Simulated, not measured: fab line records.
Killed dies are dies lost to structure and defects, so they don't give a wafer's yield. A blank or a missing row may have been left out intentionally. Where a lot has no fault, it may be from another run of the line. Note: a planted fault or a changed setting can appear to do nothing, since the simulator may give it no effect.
Which tool is to blame? ; flow n5_finfet ; Sampling: 20 lots, 60 wafers, 6 of 1938 route steps

WHAT THE GAUGES SHOWED, per wafer
N5_BEOL_M8_INSPECT_13: inspects for defects (brightfield).
lot;measured;on;raw_defect_count
L075;day 9 03:31;defect_inspect-01;388 366 400
L074;day 9 17:49;defect_inspect-01;273 424 345
L076;day 9 18:13;defect_inspect-02;479 546 525
L077;day 9 18:15;defect_inspect-02;445 447 328
L078;day 10 10:09;defect_inspect-02;365 300 420
L079;day 10 09:49;defect_inspect-02;546 464 474
L081;day 10 20:07;defect_inspect-01;433 424 362
L082;day 10 22:58;defect_inspect-01;520 382 366
L083;day 11 03:40;defect_inspect-01;314 311 372
L084;day 11 19:16;defect_inspect-01;406 458 558
L085;day 12 00:33;defect_inspect-01;404 397 402
L086;day 12 09:43;defect_inspect-01;373 361 364
L087;day 13 04:45;defect_inspect-01;243 308 474
L089;day 13 07:08;defect_inspect-02;473 403 461
L088;day 13 10:20;defect_inspect-01;297 323 243
L090;day 13 14:57;defect_inspect-02;481 470 307
L093;day 14 03:49;defect_inspect-01;412 446 360
L094;day 14 08:07;defect_inspect-02;410 307 371
L092;day 14 08:24;defect_inspect-02;365 248 487
L095;day 14 17:23;defect_inspect-02;409 458 416

WHICH TOOL RAN EACH LOT (tool, then ch and the chambers of the sampled wafers, then the start)
lot;N5_BEOL_M6_ETCH_72;N5_BEOL_M6_ETCH_41;N5_BEOL_M7_ETCH_65;N5_BEOL_M7_ETCH_41;N5_BEOL_M8_HM_DEP_02
L075;rie_diel-06 ch 1,3, day 8 13:26;rie_diel-06 ch 1,3, day 8 21:51 or earlier;rie_diel-01 ch 0,2,3, day 8 21:51;rie_diel-01 ch 0,2,3, day 9 02:58 or earlier;pvd_sputter-01, day 9 02:58
L074;rie_diel-02 ch 2,3, day 9 04:58;rie_diel-02 ch 2,3, day 9 10:28 or earlier;rie_diel-01 ch 0,1,3, day 9 10:28;rie_diel-01 ch 0,1,3, day 9 17:16 or earlier;pvd_sputter-03, day 9 17:16
L076;rie_diel-05 ch 1,2, day 9 06:04;rie_diel-05 ch 1,2, day 9 13:24 or earlier;rie_diel-04 ch 0,1,2, day 9 13:24;rie_diel-04 ch 0,1,2, day 9 17:40 or earlier;pvd_sputter-02, day 9 17:40
L077;rie_diel-02 ch 1,2,3, day 9 06:59;rie_diel-02 ch 1,2,3, day 9 13:25 or earlier;rie_diel-03 ch 0,1,2, day 9 13:25;rie_diel-03 ch 0,1,2, day 9 17:49 or earlier;pvd_sputter-03, day 9 17:49
L078;rie_diel-05 ch 0,1, day 9 17:32;rie_diel-05 ch 0,1, day 10 03:39 or earlier;rie_diel-01 ch 0,2, day 10 03:39;rie_diel-01 ch 0,2, day 10 09:35 or earlier;pvd_sputter-03, day 10 09:35
L079;rie_diel-02 ch 0,1, day 9 20:46;rie_diel-02 ch 0,1, day 10 03:26 or earlier;rie_diel-04 ch 0,2,3, day 10 03:26;rie_diel-04 ch 0,2,3, day 10 09:23 or earlier;pvd_sputter-01, day 10 09:23
L081;rie_diel-02 ch 0,2,3, day 10 09:16;rie_diel-02 ch 0,2,3, day 10 15:35 or earlier;rie_diel-01 ch 0,2, day 10 15:35;rie_diel-01 ch 0,2, day 10 19:34 or earlier;pvd_sputter-01, day 10 19:34
L082;rie_diel-02 ch 2,3, day 10 09:46;rie_diel-02 ch 2,3, day 10 16:42 or earlier;rie_diel-01 ch 0,1,3, day 10 16:42;rie_diel-01 ch 0,1,3, day 10 22:32 or earlier;pvd_sputter-01, day 10 22:32
L083;rie_diel-06 ch 2,3, day 10 14:26;rie_diel-06 ch 2,3, day 10 21:20 or earlier;rie_diel-03 ch 1,2,3, day 10 21:20;rie_diel-03 ch 1,2,3, day 11 03:07 or earlier;pvd_sputter-03, day 11 03:07
L084;rie_diel-05 ch 2,3, day 11 03:21;rie_diel-05 ch 2,3, day 11 11:34 or earlier;rie_diel-04 ch 1,2,3, day 11 11:34;rie_diel-04 ch 1,2,3, day 11 18:50 or earlier;pvd_sputter-02, day 11 18:50
L085;rie_diel-02 ch 0,1,2, day 11 08:57;rie_diel-02 ch 0,1,2, day 11 17:57 or earlier;rie_diel-04 ch 1,2,3, day 11 17:57;rie_diel-04 ch 1,2,3, day 12 00:07 or earlier;pvd_sputter-02, day 12 00:07
L086;rie_diel-02 ch 0,2,3, day 11 17:59;rie_diel-02 ch 0,2,3, day 12 03:17 or earlier;rie_diel-01 ch 1,2,3, day 12 03:17;rie_diel-01 ch 1,2,3, day 12 09:10 or earlier;pvd_sputter-03, day 12 09:10
L087;rie_diel-05 ch 0,1, day 12 16:11;rie_diel-05 ch 0,1, day 12 23:53 or earlier;rie_diel-01 ch 0,1, day 12 23:53;rie_diel-01 ch 0,1, day 13 04:19 or earlier;pvd_sputter-03, day 13 04:19
L089;rie_diel-02 ch 0,3, day 12 20:11;rie_diel-02 ch 0,3, day 13 02:36 or earlier;rie_diel-01 ch 0,1,3, day 13 02:36;rie_diel-01 ch 0,1,3, day 13 06:41 or earlier;pvd_sputter-01, day 13 06:41
L088;rie_diel-06 ch 0,3, day 12 20:14;rie_diel-06 ch 0,3, day 13 03:02 or earlier;rie_diel-01 ch 0,2,3, day 13 03:02;rie_diel-01 ch 0,2,3, day 13 09:46 or earlier;pvd_sputter-02, day 13 09:46
L090;rie_diel-06 ch 0,1,3, day 13 00:07;rie_diel-06 ch 0,1,3, day 13 09:32 or earlier;rie_diel-03 ch 1,2,3, day 13 09:32;rie_diel-03 ch 1,2,3, day 13 14:32 or earlier;pvd_sputter-01, day 13 14:32
L093;rie_diel-05 ch 0,1,3, day 13 13:36;rie_diel-05 ch 0,1,3, day 13 21:11 or earlier;rie_diel-03 ch 0,2, day 13 21:11;rie_diel-03 ch 0,2, day 14 03:16 or earlier;pvd_sputter-02, day 14 03:16
L094;rie_diel-02 ch 1,2, day 13 18:55;rie_diel-02 ch 1,2, day 14 02:30 or earlier;rie_diel-03 ch 0,1,2, day 14 02:30;rie_diel-03 ch 0,1,2, day 14 07:34 or earlier;pvd_sputter-02, day 14 07:34
L092;rie_diel-02 ch 1,2, day 13 19:28;rie_diel-02 ch 1,2, day 14 02:49 or earlier;rie_diel-04 ch 1,2, day 14 02:49;rie_diel-04 ch 1,2, day 14 07:51 or earlier;pvd_sputter-01, day 14 07:51
L095;rie_diel-05 ch 0,1,3, day 14 02:29;rie_diel-05 ch 0,1,3, day 14 11:07 or earlier;rie_diel-04 ch 0,1,2, day 14 11:07;rie_diel-04 ch 0,1,2, day 14 16:57 or earlier;pvd_sputter-02, day 14 16:57
- N5_BEOL_M6_ETCH_72: etches underlayer in N2/H2, target depth 6.5 nm, time 5.2 s.
- N5_BEOL_M6_ETCH_41: etches SiCN in CH3F/O2, target depth 29.7 nm, time 52 s.
- N5_BEOL_M7_ETCH_65: etches SiARC in CF4, target depth 15.6 nm, time 26 s.
- N5_BEOL_M7_ETCH_41: etches SiCN in CH3F/O2, target depth 31.9 nm, time 57.8 s.
- N5_BEOL_M8_HM_DEP_02: deposits TiN, target thk 20 nm.

AS READ BY THE TOOLS THEMSELVES (means over the sampled wafers that have a number; for cases with no such wafer, the mark the record gives instead)
N5_BEOL_M6_ETCH_72.
lot;tool;drypump_motor_current_A (A);etch_rf_on_time_s (s);oes_product_au (a.u.);rf_fwd_power_W (W);rf_vpp_V (V);showerhead_plenum_p_Torr (Torr);throttle_valve_pct (%)
L075;rie_diel-06;6.1;5.30;0.59;818.1;526.7;2.57;17.90
L074;rie_diel-02;5.7;5.21;0.71;821.2;526.2;2.60;17.56
L076;rie_diel-05;5.1;5.25;0.74;819.6;523.2;2.51;17.34
L077;rie_diel-02;5.7;5.26;0.67;818.1;525.8;2.62;17.67
L078;rie_diel-05;5.0;5.28;0.73;821.6;522.5;2.48;17.34
L079;rie_diel-02;5.9;5.18;0.64;821.1;524.8;2.57;17.82
L081;rie_diel-02;5.6;5.17;0.70;816.0;523.8;2.57;17.49
L082;rie_diel-02;5.5;5.23;0.71;821.5;526.9;2.64;17.45
L083;rie_diel-06;6.6;5.26;0.59;818.5;523.8;2.53;18.10
L084;rie_diel-05;5.5;5.25;0.69;818.9;524.0;2.53;17.67
L085;rie_diel-02;5.7;5.22;0.67;819.4;524.2;2.58;17.60
L086;rie_diel-02;5.6;5.19;0.69;819.0;525.2;2.56;17.50
L087;rie_diel-05;4.9;5.36;0.69;820.3;522.7;2.46;17.39
L089;rie_diel-02;5.7;5.13;0.67;817.9;521.6;2.48;17.57
L088;rie_diel-06;5.5;5.20;0.68;821.2;526.8;2.65;17.69
L090;rie_diel-06;5.6;5.13;0.70;819.8;524.8;2.59;17.65
L093;rie_diel-05;5.2;5.28;0.70;817.7;521.5;2.47;17.49
L094;rie_diel-02;5.8;5.19;0.77;820.4;525.6;2.62;17.59
L092;rie_diel-02;5.8;5.19;0.76;822.0;527.1;2.62;17.58
L095;rie_diel-05;5.2;5.34;0.70;820.2;520.7;2.47;17.50

N5_BEOL_M6_ETCH_41.
lot;tool;drypump_motor_current_A (A);oes_product_au (a.u.);rf_fwd_power_W (W);rf_vpp_V (V);showerhead_plenum_p_Torr (Torr);throttle_valve_pct (%)
L075;rie_diel-06;6.1;0.69;392.3;297.5;2.02;16.48
L074;rie_diel-02;5.6;0.83;391.1;297.8;2.04;15.97
L076;rie_diel-05;5.1;0.86;390.1;297.2;1.97;15.86
L077;rie_diel-02;5.7;0.79;391.9;299.0;2.05;16.09
L078;rie_diel-05;5.0;0.86;390.2;297.0;1.95;15.81
L079;rie_diel-02;5.9;0.75;390.2;298.6;2.02;16.27
L081;rie_diel-02;5.6;0.83;391.6;298.3;2.02;15.97
L082;rie_diel-02;5.5;0.83;391.3;299.1;2.07;15.87
L083;rie_diel-06;6.5;0.69;391.9;296.8;2.00;16.69
L084;rie_diel-05;5.6;0.81;390.2;297.5;2.00;16.20
L085;rie_diel-02;5.7;0.79;390.7;296.8;2.03;16.09
L086;rie_diel-02;5.6;0.81;390.0;297.7;2.01;15.97
L087;rie_diel-05;5.0;0.82;389.7;296.5;1.94;15.87
L089;rie_diel-02;5.7;0.78;391.5;296.7;1.96;16.08
L088;rie_diel-06;5.5;0.79;392.4;298.8;2.09;16.20
L090;rie_diel-06;5.6;0.82;391.7;298.5;2.04;16.18
L093;rie_diel-05;5.1;0.83;391.2;296.1;1.95;16.00
L094;rie_diel-02;5.8;0.90;390.0;298.5;2.06;15.97
L092;rie_diel-02;5.8;0.90;389.1;298.8;2.06;15.97
L095;rie_diel-05;5.2;0.82;390.7;295.5;1.95;15.98

N5_BEOL_M7_ETCH_65.
lot;tool;drypump_motor_current_A (A);etch_rf_on_time_s (s);oes_product_au (a.u.);rf_fwd_power_W (W);rf_vpp_V (V);showerhead_plenum_p_Torr (Torr);throttle_valve_pct (%)
L075;rie_diel-01;5.2;26.4;0.70;533.0;184.3;2.14;15.42
L074;rie_diel-01;5.5;26.4;0.72;533.1;183.4;2.15;15.35
L076;rie_diel-04;5.9;26.1;0.66;532.1;183.6;2.08;15.48
L077;rie_diel-03;5.8;25.6;0.66;529.5;184.4;2.16;15.59
L078;rie_diel-01;5.0;26.5;0.74;532.0;183.7;2.10;15.32
L079;rie_diel-04;5.7;25.7;0.64;532.0;183.6;2.11;15.55
L081;rie_diel-01;5.0;26.5;0.74;532.1;183.7;2.09;15.34
L082;rie_diel-01;5.4;26.0;0.71;531.2;183.7;2.14;15.37
L083;rie_diel-03;5.7;25.5;0.72;533.7;184.4;2.16;15.58
L084;rie_diel-04;5.7;25.8;0.65;530.2;183.7;2.06;15.40
L085;rie_diel-04;5.7;26.0;0.65;532.0;182.7;2.06;15.41
L086;rie_diel-01;5.5;26.0;0.66;531.5;184.9;2.12;15.52
L087;rie_diel-01;5.2;26.2;0.73;530.2;183.4;2.09;15.29
L089;rie_diel-01;5.4;26.2;0.69;532.1;183.8;2.13;15.41
L088;rie_diel-01;5.3;26.5;0.67;532.2;183.6;2.13;15.48
L090;rie_diel-03;5.7;25.1;0.77;534.8;184.4;2.15;15.45
L093;rie_diel-03;5.3;25.5;0.76;534.1;184.8;2.14;15.24
L094;rie_diel-03;5.8;25.3;0.76;531.8;185.1;2.15;15.33
L092;rie_diel-04;5.9;25.9;0.65;535.1;182.9;2.03;15.38
L095;rie_diel-04;5.9;25.8;0.70;532.5;182.8;2.07;15.38

N5_BEOL_M7_ETCH_41.
lot;tool;drypump_motor_current_A (A);oes_product_au (a.u.);rf_fwd_power_W (W);rf_vpp_V (V);showerhead_plenum_p_Torr (Torr);throttle_valve_pct (%)
L075;rie_diel-01;5.2;0.82;389.7;297.2;2.00;16.13
L074;rie_diel-01;5.4;0.84;390.8;296.7;2.01;16.09
L076;rie_diel-04;5.9;0.76;392.4;296.8;1.95;16.19
L077;rie_diel-03;5.8;0.77;392.3;297.0;2.01;16.25
L078;rie_diel-01;5.0;0.87;389.9;295.9;1.96;16.07
L079;rie_diel-04;5.7;0.74;392.3;296.3;1.97;16.27
L081;rie_diel-01;5.1;0.85;390.9;297.0;1.96;16.08
L082;rie_diel-01;5.5;0.82;390.7;297.1;2.01;16.11
L083;rie_diel-03;5.7;0.84;392.5;297.4;2.02;16.26
L084;rie_diel-04;5.7;0.76;391.9;295.8;1.92;16.13
L085;rie_diel-04;5.7;0.75;391.9;295.3;1.92;16.13
L086;rie_diel-01;5.5;0.77;390.3;296.8;1.98;16.22
L087;rie_diel-01;5.2;0.85;390.9;296.5;1.96;16.07
L089;rie_diel-01;5.5;0.80;391.7;296.5;2.00;16.15
L088;rie_diel-01;5.2;0.79;391.3;296.6;1.99;16.20
L090;rie_diel-03;5.7;0.90;393.0;297.2;2.01;16.15
L093;rie_diel-03;5.3;0.89;393.2;297.8;2.00;15.89
L094;rie_diel-03;5.7;0.90;392.0;298.3;2.00;16.04
L092;rie_diel-04;5.9;0.76;392.9;295.6;1.89;16.11
L095;rie_diel-04;5.9;0.82;392.5;295.6;1.93;16.10

N5_BEOL_M8_HM_DEP_02.
lot;tool;substrate_temp_c (C);throttle_valve_pct (%)
L075;pvd_sputter-01;24.88;30.6
L074;pvd_sputter-03;25.06;29.8
L076;pvd_sputter-02;25.00;29.7
L077;pvd_sputter-03;25.07;29.6
L078;pvd_sputter-03;24.89;30.0
L079;pvd_sputter-01;25.11;30.9
L081;pvd_sputter-01;24.96;31.6
L082;pvd_sputter-01;24.97;30.7
L083;pvd_sputter-03;25.07;29.1
L084;pvd_sputter-02;24.98;30.0
L085;pvd_sputter-02;25.01;29.2
L086;pvd_sputter-03;24.96;30.1
L087;pvd_sputter-03;24.93;30.5
L089;pvd_sputter-01;25.03;30.9
L088;pvd_sputter-02;24.88;29.0
L090;pvd_sputter-01;24.97;30.3
L093;pvd_sputter-02;25.13;30.0
L094;pvd_sputter-02;24.91;30.2
L092;pvd_sputter-01;24.96;31.0
L095;pvd_sputter-02;24.86;29.7

THE ANSWER, worked out from the rows above alone
Rule: usual is defined by the lots themselves. Put in order of their means at a reading, lots are off if they are a third of the lots or fewer, leave a main group of 4 or more, and stand apart from it by a gap of 3 or more times the standard deviation of the main group's means; of several such gaps the widest counts. The tables above print the reading to a certain number of digits; a main group whose means all agree to those digits is not used. A lot without any number at a reading at which 4 lots or more have one is off too. Where the step has rows for the other lots, those lots are counted as sound. Order of review: gauges by route order, followed by the tools' own readings, for which a lot's mean as printed above is used. At the first step where some lot is off, the reading lying furthest off is the one used; lots without a number count as furthest.
Across all readings shown, no lot is off: no conclusion can be drawn from this.

WHAT THE SIMULATOR PUT IN
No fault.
